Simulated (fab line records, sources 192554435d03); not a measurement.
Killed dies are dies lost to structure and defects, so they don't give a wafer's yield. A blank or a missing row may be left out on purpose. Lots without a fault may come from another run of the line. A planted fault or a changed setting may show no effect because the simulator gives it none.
Chamber matching | flow n5_finfet | N5_HKMG_FIN_STRIP_34 on rie_diel-03: 4 sister chambers
The step strips in CF4. 4 wafers are shown with their chamber, then 8 later ones without.

WAFERS WITH THEIR CHAMBER
wafer  | chamber | showerhead_plenum_p_Torr (Torr)
L078.6 | 2       | 1.72
L081.1 | 0       | 1.78
L086.5 | 1       | 1.89
L090.1 | 3       | 1.85

WAFERS WITHOUT THEIR CHAMBER
wafer  | showerhead_plenum_p_Torr (Torr)
L090.5 | 1.85
L090.6 | 1.71
L093.2 | 1.71
L093.3 | 1.77
L093.4 | 1.89
L096.2 | 1.77
L096.4 | 1.71
L096.6 | 1.77

WHICH CHAMBER EACH WENT THROUGH
wafer  | from the rows above | in truth
L090.5 | 3                   | 3
L090.6 | 2                   | 2
L093.2 | 2                   | 2
L093.3 | 0                   | 0
L093.4 | 1                   | 1
L096.2 | 0                   | 0
L096.4 | 2                   | 2
L096.6 | 0                   | 0
Placed correctly: 8 of 8. Can't be placed from these rows: 0. Placed wrongly: 0.
How it was worked out, from the rows above alone: a wafer's distance from a chamber is the root of the sum, over the readings, of the square of ((its reading less the chamber's mean) divided by the reading's scatter). The wafer belongs to the nearest chamber; if the next one is less than 2 further off, it can't be placed. A chamber's mean is the mean of its shown wafers. The scatter: with one shown wafer a chamber, the root of the mean of the squares of how far each hidden wafer lies from its nearest shown one.
